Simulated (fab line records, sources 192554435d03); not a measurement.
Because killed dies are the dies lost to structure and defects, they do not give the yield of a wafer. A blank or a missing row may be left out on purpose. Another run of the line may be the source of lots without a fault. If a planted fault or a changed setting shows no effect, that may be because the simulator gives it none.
Chamber matching + flow n5 finfet + N5_BEOL_M7_ILD_DEP_00 on pecvd-01 has 3 sister chambers
The step deposits SiCOH lowk from DEMS/porogen, target thk 179.75 nm, time 33.4 s. 6 wafers are shown with their chamber, then 7 later ones without.

== WAFERS PAIRED WITH THEIR CHAMBERS ==
| wafer  | chamber | throttle valve pct (%) | heater power w (W) |
|--------|---------|------------------------|--------------------|
| L077.5 | 2       | 12.5                   | 313                |
| L078.1 | 2       | 12.5                   | 325                |
| L084.3 | 1       | 15.2                   | 269                |
| L084.6 | 0       | 15.5                   | 326                |
| L083.1 | 1       | 15.2                   | 235                |
| L083.3 | 0       | 15.4                   | 302                |

== WAFERS MISSING THEIR CHAMBER ==
| wafer  | throttle valve pct (%) | heater power w (W) |
|--------|------------------------|--------------------|
| L083.4 | 15.1                   | 231                |
| L089.1 | 15.2                   | 215                |
| L089.3 | 12.5                   | 317                |
| L089.5 | 15.2                   | 228                |
| L097.4 | 15.6                   | 325                |
| L097.5 | 12.5                   | 305                |
| L097.6 | 15.2                   | 233                |

== EACH ONE'S CHAMBER ==
| wafer  | from the rows above | in truth |
|--------|---------------------|----------|
| L083.4 | 1                   | 1        |
| L089.1 | 1                   | 1        |
| L089.3 | 2                   | 2        |
| L089.5 | 1                   | 1        |
| L097.4 | 0                   | 0        |
| L097.5 | 2                   | 2        |
| L097.6 | 1                   | 1        |
7 of 7 placed correctly. From these rows, 0 cannot be placed. Number placed wrongly: 0.
How it was worked out, from the rows above alone: a wafer's distance from a chamber is the root of the sum, over the readings, of the square of ((its reading less the chamber's mean) divided by the reading's scatter). If the next closest chamber is less than 2 further off than the closest, the wafer can't be placed; otherwise it belongs to the closest. The mean given for a chamber averages the wafers shown for that chamber. The scatter: take each reading less its chamber's mean, square it, sum over the shown wafers, divide by the number of wafers less the number of chambers, and take the root.
